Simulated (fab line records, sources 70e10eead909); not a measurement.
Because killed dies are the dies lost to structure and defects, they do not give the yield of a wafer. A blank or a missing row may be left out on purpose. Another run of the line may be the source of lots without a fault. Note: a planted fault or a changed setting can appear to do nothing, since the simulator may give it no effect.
fab line records	flow nand_harc
record: lots: 24	wafers: 72	last_day: 24
route steps=1159 shown P_M0@278 P_M1@303 P_M2@330
lots with no fault: from the same line, run without faults
start_h: hours from the record's opening day to when the first of the lot's shown wafers began	wait_h: hours since the lot's step before	" unchanged from the row above	L1.1+2: several wafers, shown together as one row	- value missing, or start not given	* or withheld: withheld	< > ~ a bound
route shown NAME@n: a module of which the file shows steps, and the number in the route of the first	usual: mean/standard deviation of fault-free wafers	same: alike in all rows	chamber/n: place in a boat	sites: each site's reading	_std_site: the standard deviation of these	_edge_site: outer sites' mean less inner sites'	radius_mm: for every site, how far away it sits from the centre of the wafer	mask NAME#n: copy n	behind: the last tool/chamber to shape the wafer	hold: what put the lot on hold/how long, in hours/how the hold closed	device: the transistor (n, p or np) that didn't switch	end of line: at the end of the route, the tests of the same wafers	a step without rows: its recipe alone	killed: at the first sort, the dies lost to defects and structure; wafer yield is something else	map: the dies of a wafer, with x for killed, . for not killed, _ for no die there
set.NAME: the setting as run; set.NAME@STEP: as run at that earlier step	model.NAME: the simulator's own value behind a step, which no gauge read
the route's steps for a sample of lots (tables are steps, rows are wafers)
services: from which hour (start_h, from the record's first day; less than 0 if before it) a tool's chamber was out of use, for how many hours, and why
== steps ==
step: NHARC_P_M0_CMP_23
recipe: t_overpolish_s: 20	target_thk_nm: 117.53
usual: edge_zone_pressure_frac: 1.000/0.0049	motor_current_A: 12.6/1.5	time_to_endpoint_s: 28.6/2.8
lot.wafer	tool	chamber	start_h	wait_h	edge_zone_pressure_frac	motor_current_A	time_to_endpoint_s
L074.4	cmp-03	0	120.52	-	0.995	12.0	26.3
L074.6	"	0	"	"	1.008	12.2	25.4
L074.5	"	1	"	"	0.997	14.7	26.8
L075.1	cmp-04	3	132.34	-	1.005	14.6	33.3
L075.6	"	1	"	"	0.997	14.4	28.7
L075.5	"	2	"	"	1.007	12.2	31.3
L077.4	cmp-04	1	142.19	-	0.996	14.1	27.6
L077.1	"	2	"	"	0.997	12.0	31.0
L077.2	"	3	"	"	1.002	13.6	32.7
L076.3	cmp-03	0	142.74	-	0.995	11.8	24.7
L076.6	"	0	"	"	0.985	12.3	24.1
L076.5	"	1	"	"	1.000	15.2	24.1
L078.4	cmp-03	0	144.00	-	1.001	12.3	29.0
L078.6	"	3	"	"	1.002	10.0	28.6
L078.5	"	0	"	"	0.997	12.5	27.2
L081.1	cmp-01	0	149.84	-	0.993	14.5	25.1
L081.2	"	2	"	"	0.998	12.7	24.2
L081.4	"	3	"	"	1.007	10.7	28.1
L079.1	cmp-03	0	150.11	-	1.001	12.3	28.6
L079.2	"	2	"	"	0.996	14.1	27.7
L079.6	"	0	"	"	0.999	11.4	27.3
L080.3	cmp-03	3	153.60	-	1.003	10.0	29.8
L080.5	"	1	"	"	1.006	14.8	26.0
L080.6	"	2	"	"	1.005	13.3	25.7
L082.4	cmp-04	0	168.05	-	0.996	11.2	32.2
L082.6	"	0	"	"	0.998	11.6	31.2
L082.5	"	1	"	"	1.007	13.9	31.3
L083.4	cmp-04	0	175.38	-	1.003	10.6	32.4
L083.5	"	2	"	"	1.011	12.8	31.4
L083.6	"	3	"	"	0.997	14.0	32.6
L084.2	cmp-01	2	176.45	-	1.005	12.2	25.8
L084.4	"	0	"	"	1.003	14.1	25.4
L084.1	"	1	"	"	1.003	11.8	26.1
L085.4	cmp-03	3	183.06	-	1.000	10.1	31.7
L085.2	"	2	"	"	1.001	13.4	33.0
L085.6	"	0	"	"	1.000	11.9	29.6
L088.1	cmp-03	0	196.15	-	1.001	11.9	29.0
L088.3	"	2	"	"	1.005	13.1	32.9
L088.6	"	0	"	"	1.002	12.6	31.6
L087.1	cmp-01	3	198.79	-	1.005	11.3	29.0
L087.5	"	0	"	"	1.004	13.9	24.4
L087.6	"	1	"	"	1.007	12.4	26.2
L086.1	cmp-01	0	199.09	-	0.989	14.7	27.6
L086.3	"	3	"	"	0.990	11.0	29.6
L086.6	"	0	"	"	0.997	13.8	25.9
L089.4	cmp-01	3	207.89	-	1.001	11.4	34.0
L089.6	"	3	"	"	0.998	10.6	27.4
L089.5	"	0	"	"	1.006	14.3	25.6
L090.4	cmp-01	3	209.03	-	1.001	11.5	28.2
L090.1	"	0	"	"	0.997	13.2	24.1
L090.5	"	3	"	"	0.999	11.2	27.1
L091.3	cmp-04	3	215.95	-	1.001	13.6	31.8
L091.1	"	1	"	"	0.991	14.5	31.5
L091.4	"	2	"	"	1.000	12.1	29.8
L092.2	cmp-03	0	225.94	-	0.996	11.4	29.9
L092.1	"	1	"	"	1.003	14.2	28.1
L092.5	"	1	"	"	1.001	15.1	30.8
L093.3	cmp-03	3	230.05	-	1.003	10.2	28.6
L093.1	"	1	"	"	0.999	14.6	29.0
L093.4	"	2	"	"	0.999	13.9	32.2
L094.2	cmp-04	1	241.56	-	0.997	14.4	27.0
L094.4	"	3	"	"	0.990	13.8	31.7
L094.1	"	0	"	"	1.004	11.8	28.5
L095.3	cmp-01	1	246.23	-	0.999	11.6	26.1
L095.4	"	0	"	"	0.996	14.3	26.0
L095.6	"	1	"	"	0.993	11.5	23.9
L096.1	cmp-01	2	247.74	-	0.992	11.7	26.8
L096.2	"	3	"	"	0.995	11.1	29.2
L096.6	"	1	"	"	1.004	12.6	26.6
L097.2	cmp-04	2	259.61	-	0.996	11.8	29.6
L097.1	"	3	"	"	1.004	14.4	31.8
L097.4	"	1	"	"	1.002	13.1	28.0
step: NHARC_P_M0_THK_MEAS_24
recipe: thk_meas_gauge: xrf
usual: thk_nm: 117.7/1.3
lot.wafer	tool	chamber	start_h	wait_h	thk_nm
L074.4	film_metro-01	-	120.84	-	117.4
L074.5	"	-	"	"	114.6
L074.6	"	-	"	"	116.7
L075.1	film_metro-01	-	132.59	-	118.4
L075.5	"	-	"	"	117.4
L075.6	"	-	"	"	117.6
L077.1	film_metro-01	-	142.50	-	116.4
L077.2	"	-	"	"	119.1
L077.4	"	-	"	"	116.2
L076.3	film_metro-01	-	143.06	-	118.8
L076.5	"	-	"	"	116.3
L076.6	"	-	"	"	117.6
L078.4	film_metro-01	-	144.29	-	116.6
L078.5	"	-	"	"	117.1
L078.6	"	-	"	"	117.2
L081.1	film_metro-02	-	150.15	-	116.1
L081.2	"	-	"	"	116.9
L081.4	"	-	"	"	118.3
L079.1	film_metro-01	-	150.40	-	116.5
L079.2	"	-	"	"	116.9
L079.6	"	-	"	"	116.6
L080.3	film_metro-02	-	153.86	-	117.6
L080.5	"	-	"	"	115.3
L080.6	"	-	"	"	118.4
L082.4	film_metro-01	-	168.37	-	118.6
L082.5	"	-	"	"	120.0
L082.6	"	-	"	"	117.9
L083.4	film_metro-01	-	175.64	-	117.9
L083.5	"	-	"	"	117.2
L083.6	"	-	"	"	118.4
L084.1	film_metro-01	-	176.77	-	116.4
L084.2	"	-	"	"	117.0
L084.4	"	-	"	"	118.1
L085.2	film_metro-02	-	183.38	-	117.1
L085.4	"	-	"	"	118.2
L085.6	"	-	"	"	115.1
L088.1	film_metro-01	-	196.48	-	116.9
L088.3	"	-	"	"	118.6
L088.6	"	-	"	"	118.8
L087.1	film_metro-01	-	199.02	-	117.5
L087.5	"	-	"	"	119.1
L087.6	"	-	"	"	117.0
L086.1	film_metro-01	-	199.40	-	119.9
L086.3	"	-	"	"	117.7
L086.6	"	-	"	"	117.9
L089.4	film_metro-02	-	208.20	-	118.4
L089.5	"	-	"	"	116.0
L089.6	"	-	"	"	117.7
L090.1	film_metro-02	-	209.32	-	119.4
L090.4	"	-	"	"	118.0
L090.5	"	-	"	"	119.2
L091.1	film_metro-01	-	216.27	-	118.3
L091.3	"	-	"	"	118.7
L091.4	"	-	"	"	116.8
L092.1	film_metro-02	-	226.26	-	118.0
L092.2	"	-	"	"	118.4
L092.5	"	-	"	"	121.0
L093.1	film_metro-01	-	230.36	-	119.7
L093.3	"	-	"	"	119.4
L093.4	"	-	"	"	119.1
L094.1	film_metro-02	-	241.87	-	118.7
L094.2	"	-	"	"	118.0
L094.4	"	-	"	"	118.0
L095.3	film_metro-02	-	246.55	-	116.2
L095.4	"	-	"	"	117.5
L095.6	"	-	"	"	117.9
L096.1	film_metro-02	-	247.99	-	116.8
L096.2	"	-	"	"	119.0
L096.6	"	-	"	"	117.3
L097.1	film_metro-01	-	259.92	-	120.6
L097.2	"	-	"	"	119.6
L097.4	"	-	"	"	118.5
step: NHARC_P_M1_ETCH_28
recipe: target_depth_a: 300	over_etch_frac: 0.3	time_s: 72.99	ion_energy_ev: 150	cf4_flow_sccm: 50	n2_flow_sccm: 100	ar_flow_sccm: 150	rf_w: 300	bias_w: 100	chemistry: CF4/N2
usual: drypump_motor_current_A: 5.5/0.41	mfc_ar_sccm: 150.0/0.5	oes_product_au: 1.002/0.011	rf_vpp_V: 314.3/1.8	showerhead_plenum_p_Torr: 2.63/0.091	throttle_valve_pct: 19.794/0.0096
lot.wafer	tool	chamber	start_h	wait_h	drypump_motor_current_A	mfc_ar_sccm	oes_product_au	rf_hours_counter_h	rf_vpp_V	showerhead_plenum_p_Torr	throttle_valve_pct
L074.4	rie_diel-13	2	-	-	5.5	149.6	0.979	-	315.7	2.73	19.797
L074.6	"	3	"	"	5.9	150.4	1.009	-	313.3	2.59	19.795
L074.5	"	1	"	"	5.8	150.5	0.998	-	316.3	2.70	19.790
L075.1	rie_diel-09	0	-	-	5.9	150.5	1.003	2	313.1	2.57	19.805
L075.6	"	2	"	"	5.9	149.7	1.008	-	312.1	2.55	19.802
L075.5	"	3	"	"	4.9	150.4	1.015	-	313.6	2.50	19.791
L077.2	rie_diel-13	3	-	-	5.8	150.4	1.001	2	313.6	2.59	19.800
L077.4	"	0	"	"	4.9	150.0	1.014	0	315.2	2.76	19.788
L077.1	"	2	"	"	5.4	149.4	0.984	2	315.7	2.73	19.802
L076.3	rie_diel-13	1	-	-	5.8	150.4	1.004	2	315.5	2.70	19.789
L076.6	"	0	"	"	4.9	150.0	1.031	-	316.2	2.76	19.777
L076.5	"	1	"	"	5.8	150.4	0.992	-	315.0	2.70	19.792
L078.4	rie_diel-13	1	-	-	5.8	150.5	1.011	2	314.7	2.70	19.787
L078.6	"	0	"	"	4.9	149.9	1.023	-	316.8	2.76	19.800
L078.5	"	1	"	"	5.8	149.8	1.005	-	317.1	2.70	19.787
L081.1	rie_diel-13	0	-	-	4.9	149.9	1.019	1	316.5	2.76	19.791
L081.4	"	1	"	"	5.8	150.4	1.001	2	315.6	2.70	19.803
L081.2	"	2	"	"	5.5	149.6	0.990	2	315.3	2.73	19.810
L079.1	rie_diel-01	3	-	-	5.2	150.3	0.997	0	313.8	2.59	19.787
L079.2	"	1	"	"	6.5	149.5	0.991	0	315.2	2.70	19.788
L079.6	"	3	"	"	5.2	149.7	0.999	-	315.0	2.59	19.804
L080.3	rie_diel-09	2	-	-	5.9	150.1	0.999	2	311.8	2.55	19.791
L080.5	"	0	"	"	5.9	149.2	1.006	-	313.4	2.57	19.814
L080.6	"	1	"	"	5.1	148.8	1.013	-	310.3	2.47	19.804
L082.4	rie_diel-01	2	-	-	5.3	150.4	1.002	2	315.6	2.73	19.795
L082.6	"	2	"	"	5.3	150.3	1.014	-	316.3	2.73	19.796
L082.5	"	3	"	"	5.2	150.5	1.009	-	314.9	2.59	19.802
L083.4	rie_diel-13	0	-	-	4.9	150.1	1.016	3	317.0	2.76	19.798
L083.5	"	0	"	"	4.9	149.8	1.005	-	316.2	2.76	19.795
L083.6	"	1	"	"	5.8	149.7	1.027	-	314.9	2.69	19.789
L084.2	rie_diel-01	0	-	-	5.1	150.1	0.999	3	312.8	2.56	19.780
L084.1	"	1	"	"	6.5	149.6	0.990	3	314.6	2.69	19.806
L084.4	"	2	"	"	5.3	149.8	1.003	3	316.5	2.73	19.802
L085.4	rie_diel-09	0	-	-	5.9	150.2	0.993	3	314.7	2.57	19.780
L085.2	"	1	"	"	5.1	149.6	1.014	2	312.4	2.47	19.794
L085.6	"	3	"	"	4.9	150.3	1.013	-	313.4	2.50	19.803
L088.1	rie_diel-09	1	-	-	5.1	149.8	1.005	3	310.8	2.47	19.792
L088.3	"	2	"	"	5.9	150.6	1.004	3	312.7	2.55	19.804
L088.6	"	1	"	"	5.1	150.0	0.997	-	310.3	2.47	19.798
L087.1	rie_diel-13	3	-	-	5.9	149.5	0.999	5	315.0	2.59	19.793
L087.6	"	2	"	"	5.5	150.2	0.989	-	315.8	2.72	19.804
L087.5	"	3	"	"	5.8	149.2	1.003	-	313.7	2.59	19.802
L086.1	rie_diel-09	0	-	-	5.9	149.5	0.988	3	314.2	2.57	19.809
L086.3	"	2	"	"	5.9	149.0	1.004	3	312.8	2.55	19.809
L086.6	"	1	"	"	5.1	150.8	1.006	-	310.9	2.47	19.778
L089.4	rie_diel-13	3	-	-	5.8	149.5	1.005	6	312.9	2.59	19.787
L089.5	"	2	"	"	5.5	150.0	0.986	-	316.2	2.72	19.794
L089.6	"	3	"	"	5.8	148.4	1.005	-	312.1	2.59	19.790
L090.1	rie_diel-01	0	-	-	5.1	149.8	1.008	6	313.2	2.56	19.787
L090.4	"	1	"	"	6.5	150.1	1.000	6	315.8	2.69	19.793
L090.5	"	0	"	"	5.2	149.3	0.987	-	314.7	2.56	19.776
L091.3	rie_diel-09	0	-	-	5.8	150.6	0.985	3	312.6	2.57	19.808
L091.1	"	1	"	"	5.1	150.6	1.014	3	311.8	2.47	19.787
L091.4	"	2	"	"	5.9	150.5	1.003	3	313.2	2.55	19.804
L092.2	rie_diel-13	0	-	-	4.9	150.8	1.008	7	318.2	2.75	19.786
L092.1	"	1	"	"	5.8	150.0	1.011	8	313.9	2.69	19.808
L092.5	"	0	"	"	4.9	150.9	1.004	-	317.6	2.75	19.794
L093.1	rie_diel-13	3	-	-	5.9	150.0	1.011	7	313.3	2.59	19.783
L093.4	"	1	"	"	5.8	150.5	0.989	9	314.9	2.69	19.792
L093.3	"	2	"	"	5.5	149.3	0.978	9	315.3	2.72	19.780
L094.2	rie_diel-13	0	-	-	4.9	150.3	1.000	8	316.8	2.75	19.783
L094.4	"	1	"	"	5.8	150.0	1.003	10	315.0	2.69	19.789
L094.1	"	2	"	"	5.5	149.6	0.979	9	315.2	2.72	19.787
L095.3	rie_diel-01	2	-	-	5.3	149.3	0.990	10	316.8	2.73	19.782
L095.6	"	3	"	"	5.2	150.3	0.996	-	313.0	2.58	19.808
L095.4	"	2	"	"	5.3	148.9	1.003	-	317.6	2.73	19.808
L096.1	rie_diel-01	2	-	-	5.3	150.2	1.006	10	316.4	2.73	19.803
L096.2	"	0	"	"	5.1	149.6	0.999	10	312.5	2.56	19.791
L096.6	"	0	"	"	5.1	148.9	1.004	-	314.3	2.56	19.801
L097.2	rie_diel-13	3	-	-	5.9	150.3	1.012	9	312.7	2.59	19.814
L097.4	"	0	"	"	4.9	150.3	1.004	9	316.2	2.75	19.802
L097.1	"	1	"	"	5.8	149.7	1.001	11	316.4	2.69	19.789
step: NHARC_P_M1_DEP_33
recipe: target_thk_a: 300	temp_c: 370	target_thk_nm: 30	pressure_torr: 3	flow_sccm: 200	rf_w: 450	material: SiCN
usual: heater_power_w: 558/69
lot.wafer	tool	chamber	start_h	wait_h	heater_power_w
L074.6	pecvd-02	1	125.69	0.2	477
L074.4	"	2	"	"	621
L074.5	"	0	"	"	457
L075.1	pecvd-04	2	137.02	0.1	566
L075.5	"	2	"	"	552
L075.6	"	0	"	"	565
L077.1	pecvd-02	1	147.06	0.1	566
L077.2	"	2	"	"	542
L077.4	"	1	"	"	568
L076.3	pecvd-04	2	147.58	0.1	534
L076.5	"	0	"	"	707
L076.6	"	1	"	"	550
L078.4	pecvd-02	1	148.94	0.2	518
L078.6	"	2	"	"	605
L078.5	"	0	"	"	462
L081.2	pecvd-03	2	155.00	0.1	599
L081.1	"	1	"	"	571
L081.4	"	2	"	"	599
L079.2	pecvd-04	2	155.34	0.1	499
L079.1	"	0	"	"	686
L079.6	"	1	"	"	635
L080.3	pecvd-04	0	159.83	0.1	696
L080.6	"	0	"	"	703
L080.5	"	2	"	"	500
L082.4	pecvd-02	1	173.30	0.2	520
L082.6	"	2	"	"	571
L082.5	"	0	"	"	472
L083.4	pecvd-02	2	180.14	0.2	510
L083.5	"	0	"	"	491
L083.6	"	1	"	"	561
L084.2	pecvd-04	2	181.20	0.1	570
L084.1	"	0	"	"	585
L084.4	"	1	"	"	594
L085.2	pecvd-02	1	188.46	0.1	561
L085.6	"	1	"	"	560
L085.4	"	2	"	"	589
L088.3	pecvd-02	1	200.95	0.1	532
L088.1	"	2	"	"	564
L088.6	"	1	"	"	546
L087.1	pecvd-02	1	203.59	0.1	536
L087.5	"	0	"	"	456
L087.6	"	2	"	"	606
L086.1	pecvd-02	0	204.47	0.1	427
L086.3	"	1	"	"	567
L086.6	"	1	"	"	562
L089.6	pecvd-04	1	212.79	0.2	647
L089.5	"	2	"	"	527
L089.4	"	0	"	"	550
L090.1	pecvd-04	1	213.92	0.1	623
L090.5	"	0	"	"	555
L090.4	"	1	"	"	627
L091.1	pecvd-02	1	220.60	0.1	562
L091.3	"	2	"	"	522
L091.4	"	1	"	"	556
L092.2	pecvd-04	0	230.61	0.1	642
L092.1	"	2	"	"	532
L092.5	"	1	"	"	672
L093.3	pecvd-02	1	234.82	0.1	505
L093.1	"	2	"	"	508
L093.4	"	1	"	"	495
L094.2	pecvd-04	1	246.56	0.1	553
L094.1	"	0	"	"	673
L094.4	"	1	"	"	579
L095.3	pecvd-03	2	251.28	0.1	606
L095.4	"	1	"	"	532
L095.6	"	2	"	"	595
L096.2	pecvd-03	2	252.52	0.1	585
L096.1	"	1	"	"	552
L096.6	"	2	"	"	592
L097.1	pecvd-04	1	264.42	0.1	656
L097.2	"	0	"	"	661
L097.4	"	1	"	"	651
step: NHARC_P_M2_INSPECT_11
usual: raw_defect_count: 4.4/2.5
lot.wafer	tool	chamber	start_h	wait_h	raw_defect_count
L074.4	defect_inspect-02	-	126.91	0.0	5
L074.5	"	-	"	"	4
L074.6	"	-	"	"	4
L075.1	defect_inspect-01	-	138.33	0.0	5
L075.5	"	-	"	"	4
L075.6	"	-	"	"	3
L077.1	defect_inspect-02	-	148.28	0.0	6
L077.2	"	-	"	"	5
L077.4	"	-	"	"	7
L076.3	defect_inspect-02	-	148.94	0.0	8
L076.5	"	-	"	"	10
L076.6	"	-	"	"	6
L078.4	defect_inspect-01	-	150.04	0.0	5
L078.5	"	-	"	"	7
L078.6	"	-	"	"	11
L081.1	defect_inspect-01	-	156.42	0.0	4
L081.2	"	-	"	"	0
L081.4	"	-	"	"	2
L079.1	defect_inspect-01	-	156.76	0.0	4
L079.2	"	-	"	"	5
L079.6	"	-	"	"	4
L080.3	defect_inspect-01	-	161.27	0.0	7
L080.5	"	-	"	"	4
L080.6	"	-	"	"	3
L082.4	defect_inspect-02	-	174.58	0.0	4
L082.5	"	-	"	"	4
L082.6	"	-	"	"	0
L083.4	defect_inspect-02	-	181.38	0.0	7
L083.5	"	-	"	"	4
L083.6	"	-	"	"	7
L084.1	defect_inspect-02	-	182.52	0.0	8
L084.2	"	-	"	"	8
L084.4	"	-	"	"	11
L085.2	defect_inspect-01	-	189.70	0.0	3
L085.4	"	-	"	"	0
L085.6	"	-	"	"	2
L088.1	defect_inspect-02	-	202.18	0.0	4
L088.3	"	-	"	"	6
L088.6	"	-	"	"	5
L087.1	defect_inspect-02	-	205.23	0.0	9
L087.5	"	-	"	"	6
L087.6	"	-	"	"	6
L086.1	defect_inspect-01	-	205.71	0.0	6
L086.3	"	-	"	"	3
L086.6	"	-	"	"	3
L089.4	defect_inspect-01	-	214.04	0.0	2
L089.5	"	-	"	"	3
L089.6	"	-	"	"	3
L090.1	defect_inspect-02	-	215.21	0.0	5
L090.4	"	-	"	"	2
L090.5	"	-	"	"	5
L091.1	defect_inspect-02	-	221.84	0.0	4
L091.3	"	-	"	"	5
L091.4	"	-	"	"	2
L092.1	defect_inspect-01	-	231.97	0.0	3
L092.2	"	-	"	"	4
L092.5	"	-	"	"	5
L093.1	defect_inspect-02	-	236.18	0.0	4
L093.3	"	-	"	"	2
L093.4	"	-	"	"	5
L094.1	defect_inspect-02	-	248.06	0.0	0
L094.2	"	-	"	"	7
L094.4	"	-	"	"	4
L095.3	defect_inspect-02	-	252.59	0.0	4
L095.4	"	-	"	"	3
L095.6	"	-	"	"	3
L096.1	defect_inspect-01	-	253.89	0.0	5
L096.2	"	-	"	"	3
L096.6	"	-	"	"	5
L097.1	defect_inspect-01	-	265.93	0.0	4
L097.2	"	-	"	"	4
L097.4	"	-	"	"	3
step: NHARC_P_M2_DEGAS_29
recipe: temp_c: 250	time_s: 60
usual: heater_power_w: 317/38
lot.wafer	tool	chamber	start_h	wait_h	heater_power_w
L074.4	pvd_sputter-01	-	128.03	-	337
L074.5	"	-	"	"	318
L074.6	"	-	"	"	271
L075.1	pvd_sputter-01	-	139.43	-	262
L075.6	"	-	"	"	259
L075.5	"	-	"	"	313
L077.4	pvd_sputter-03	-	149.36	-	294
L077.2	"	-	"	"	297
L077.1	"	-	"	"	331
L076.3	pvd_sputter-01	-	150.08	-	283
L076.5	"	-	"	"	281
L076.6	"	-	"	"	328
L078.4	pvd_sputter-02	-	151.12	-	302
L078.5	"	-	"	"	398
L078.6	"	-	"	"	301
L081.4	pvd_sputter-02	-	157.70	-	384
L081.1	"	-	"	"	398
L081.2	"	-	"	"	299
L079.2	pvd_sputter-03	-	157.85	-	306
L079.1	"	-	"	"	328
L079.6	"	-	"	"	297
L080.3	pvd_sputter-03	-	162.36	-	344
L080.5	"	-	"	"	298
L080.6	"	-	"	"	373
L082.4	pvd_sputter-03	-	175.66	-	294
L082.6	"	-	"	"	298
L082.5	"	-	"	"	371
L083.4	pvd_sputter-03	-	182.47	-	300
L083.5	"	-	"	"	376
L083.6	"	-	"	"	337
L084.2	pvd_sputter-03	-	183.61	-	371
L084.1	"	-	"	"	339
L084.4	"	-	"	"	307
L085.2	pvd_sputter-03	-	190.78	-	377
L085.4	"	-	"	"	302
L085.6	"	-	"	"	383
L088.3	pvd_sputter-01	-	203.29	-	318
L088.1	"	-	"	"	254
L088.6	"	-	"	"	312
L087.1	pvd_sputter-03	-	206.31	-	378
L087.6	"	-	"	"	290
L087.5	"	-	"	"	376
L086.1	pvd_sputter-01	-	206.94	-	282
L086.3	"	-	"	"	262
L086.6	"	-	"	"	284
L089.4	pvd_sputter-01	-	215.12	-	255
L089.5	"	-	"	"	334
L089.6	"	-	"	"	255
L090.1	pvd_sputter-03	-	216.28	-	373
L090.4	"	-	"	"	306
L090.5	"	-	"	"	344
L091.1	pvd_sputter-01	-	222.97	-	285
L091.4	"	-	"	"	318
L091.3	"	-	"	"	315
L092.2	pvd_sputter-01	-	233.09	-	259
L092.1	"	-	"	"	315
L092.5	"	-	"	"	330
L093.4	pvd_sputter-01	-	237.26	-	337
L093.3	"	-	"	"	255
L093.1	"	-	"	"	317
L094.4	pvd_sputter-02	-	249.17	-	381
L094.1	"	-	"	"	388
L094.2	"	-	"	"	308
L095.3	pvd_sputter-01	-	253.67	-	248
L095.4	"	-	"	"	284
L095.6	"	-	"	"	258
L096.2	pvd_sputter-01	-	254.99	-	257
L096.1	"	-	"	"	319
L096.6	"	-	"	"	250
L097.1	pvd_sputter-03	-	267.01	-	342
L097.4	"	-	"	"	295
L097.2	"	-	"	"	299
== services ==
tool	chamber	start_h	hours	kind
rie_diel-13	-	99.00	9.0	pm
pvd_sputter-03	-	102.02	10.0	pm
cmp-04	-	105.00	4.0	pm
cmp-03	-	115.39	3.5	repair
rie_diel-13	0	117.00	17.6	repair
pecvd-04	2	120.73	1.9	repair
cmp-01	-	129.60	12.6	repair
rie_diel-01	-	137.92	9.0	pm
pecvd-02	-	153.22	13.0	pm
cmp-03	-	156.43	4.0	pm
pvd_sputter-01	-	158.10	10.0	pm
rie_diel-13	3	159.07	8.3	repair
cmp-03	-	162.41	1.1	repair
rie_diel-09	1	167.76	5.6	repair
cmp-04	-	169.63	0.7	repair
cmp-01	-	183.30	4.0	pm
pecvd-04	-	196.58	13.0	pm
cmp-01	-	199.74	0.4	repair
rie_diel-09	2	202.23	1.7	repair
cmp-04	-	203.00	4.0	pm
cmp-03	-	209.43	0.3	repair
rie_diel-13	3	218.81	6.7	repair
pecvd-04	2	240.71	8.4	repair
cmp-03	-	254.43	4.0	pm
== key ==
fault none
